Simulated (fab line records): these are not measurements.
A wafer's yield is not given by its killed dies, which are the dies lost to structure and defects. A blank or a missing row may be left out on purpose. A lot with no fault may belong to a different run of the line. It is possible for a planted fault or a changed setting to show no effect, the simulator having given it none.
Split-lot trial / flow n5_finfet / on a route of 1938 steps: 7 lots, 21 wafers read

== ON THE SPLIT ==
At N5_ZERO_LAYER_COAT_05 (resist thk 1000 nm), the setting spin_rpm was moved away from the recipe's 1500 rpm on 9 of the 21 wafers read, by -9.7% to +10.1%. For the rest of the wafers, this setting stayed at what the recipe calls for.

The reading is taken at the split's own step.

== THE READING ==
coat_of_ZERO_LAYER_COAT_05.thk_nm (the simulator's own value, which no gauge read), in nm, at N5_ZERO_LAYER_COAT_05 (resist thk 1000 nm). There is no usual value for it anywhere in the file. Across the 12 wafers here that went through the recipe, the average is 999.8 nm and the standard deviation 2.3 nm.

wafer=L074.1; tool, chamber at the split=litho_track-01, 0; spin_rpm as run, rpm=1593; against the recipe=+6.2%; coat_of_ZERO_LAYER_COAT_05.thk_nm, nm=968.8; against lot-mates on the recipe=-31.2
wafer=L074.4; tool, chamber at the split=litho_track-01, 0; spin_rpm as run, rpm=1500; against the recipe=recipe; coat_of_ZERO_LAYER_COAT_05.thk_nm, nm=999; against lot-mates on the recipe=-
wafer=L074.5; tool, chamber at the split=litho_track-01, 0; spin_rpm as run, rpm=1500; against the recipe=recipe; coat_of_ZERO_LAYER_COAT_05.thk_nm, nm=1001; against lot-mates on the recipe=-
wafer=L080.3; tool, chamber at the split=litho_track-05, 0; spin_rpm as run, rpm=1600; against the recipe=+6.7%; coat_of_ZERO_LAYER_COAT_05.thk_nm, nm=967.6; against lot-mates on the recipe=-29.1
wafer=L080.5; tool, chamber at the split=litho_track-05, 0; spin_rpm as run, rpm=1500; against the recipe=recipe; coat_of_ZERO_LAYER_COAT_05.thk_nm, nm=996.7; against lot-mates on the recipe=-
wafer=L080.6; tool, chamber at the split=litho_track-05, 0; spin_rpm as run, rpm=1600; against the recipe=+6.7%; coat_of_ZERO_LAYER_COAT_05.thk_nm, nm=968.4; against lot-mates on the recipe=-28.3
wafer=L081.1; tool, chamber at the split=litho_track-04, 0; spin_rpm as run, rpm=1355; against the recipe=-9.7%; coat_of_ZERO_LAYER_COAT_05.thk_nm, nm=1049; against lot-mates on the recipe=+48.0
wafer=L081.5; tool, chamber at the split=litho_track-04, 0; spin_rpm as run, rpm=1355; against the recipe=-9.7%; coat_of_ZERO_LAYER_COAT_05.thk_nm, nm=1049; against lot-mates on the recipe=+48.0
wafer=L081.2; tool, chamber at the split=litho_track-04, 0; spin_rpm as run, rpm=1500; against the recipe=recipe; coat_of_ZERO_LAYER_COAT_05.thk_nm, nm=1001; against lot-mates on the recipe=-
wafer=L083.1; tool, chamber at the split=litho_track-04, 0; spin_rpm as run, rpm=1500; against the recipe=recipe; coat_of_ZERO_LAYER_COAT_05.thk_nm, nm=997.9; against lot-mates on the recipe=-
wafer=L083.2; tool, chamber at the split=litho_track-04, 0; spin_rpm as run, rpm=1500; against the recipe=recipe; coat_of_ZERO_LAYER_COAT_05.thk_nm, nm=995.9; against lot-mates on the recipe=-
wafer=L083.6; tool, chamber at the split=litho_track-04, 0; spin_rpm as run, rpm=1652; against the recipe=+10.1%; coat_of_ZERO_LAYER_COAT_05.thk_nm, nm=950.8; against lot-mates on the recipe=-46.1
wafer=L084.3; tool, chamber at the split=litho_track-05, 0; spin_rpm as run, rpm=1429; against the recipe=-4.7%; coat_of_ZERO_LAYER_COAT_05.thk_nm, nm=1023; against lot-mates on the recipe=+23.4
wafer=L084.5; tool, chamber at the split=litho_track-05, 0; spin_rpm as run, rpm=1429; against the recipe=-4.7%; coat_of_ZERO_LAYER_COAT_05.thk_nm, nm=1023; against lot-mates on the recipe=+23.4
wafer=L084.4; tool, chamber at the split=litho_track-05, 0; spin_rpm as run, rpm=1500; against the recipe=recipe; coat_of_ZERO_LAYER_COAT_05.thk_nm, nm=999.6; against lot-mates on the recipe=-
wafer=L090.3; tool, chamber at the split=litho_track-01, 0; spin_rpm as run, rpm=1364; against the recipe=-9.1%; coat_of_ZERO_LAYER_COAT_05.thk_nm, nm=1053; against lot-mates on the recipe=+49.5
wafer=L090.4; tool, chamber at the split=litho_track-01, 0; spin_rpm as run, rpm=1500; against the recipe=recipe; coat_of_ZERO_LAYER_COAT_05.thk_nm, nm=1004; against lot-mates on the recipe=-
wafer=L090.5; tool, chamber at the split=litho_track-01, 0; spin_rpm as run, rpm=1500; against the recipe=recipe; coat_of_ZERO_LAYER_COAT_05.thk_nm, nm=1003; against lot-mates on the recipe=-
wafer=L097.1; tool, chamber at the split=litho_track-01, 0; spin_rpm as run, rpm=1500; against the recipe=recipe; coat_of_ZERO_LAYER_COAT_05.thk_nm, nm=1000; against lot-mates on the recipe=-
wafer=L097.4; tool, chamber at the split=litho_track-01, 0; spin_rpm as run, rpm=1500; against the recipe=recipe; coat_of_ZERO_LAYER_COAT_05.thk_nm, nm=998.1; against lot-mates on the recipe=-
wafer=L097.6; tool, chamber at the split=litho_track-01, 0; spin_rpm as run, rpm=1500; against the recipe=recipe; coat_of_ZERO_LAYER_COAT_05.thk_nm, nm=1001; against lot-mates on the recipe=-

FIT RESULTS
A straight line over all 21 wafers: coat_of_ZERO_LAYER_COAT_05.thk_nm changes by -5.08 nm for each +1% of spin_rpm; r = -1.00; the points scatter about the line by 2.6 nm.
The same after taking each lot's own level away (the mean of its wafers on the recipe; 21 wafers): -4.84 nm for each +1%; r = -1.00; scatter 1.8 nm.
Per that fit: largest spin_rpm move, reading shift of 49 nm.
The span of the lots' own levels, 996.70 to 1003.50 nm, comes to 2.9 times the standard deviation stated above.
So the lot-to-lot level changes the slope little: the two slopes agree.
Check: for one of the wafers moved furthest among these (+10.1%), held out of the fit, the line's prediction against its lot-mates is -49 nm. It came out at -46.1 nm against them.

== THE WHOLE CHAIN: every reading that the file lists as answering this split, in the file's order ==
step=N5_ZERO_LAYER_COAT_05; what it does=resist thk 1000 nm; reading=coat_of_ZERO_LAYER_COAT_05.thk_nm (the simulator's own value, which no gauge read); change (the file's fit)=-4.89 nm for each +1% of the setting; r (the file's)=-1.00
step=N5_ZERO_LAYER_STRIP_24; what it does=strips in O2; reading=strip_time_to_endpoint_s; change (the file's fit)=withheld for each +1% of the setting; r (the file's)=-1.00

== THE FILE'S OWN FIT ==
coat_of_ZERO_LAYER_COAT_05.thk_nm changes by -4.89 nm for each +1% of spin_rpm, r = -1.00.
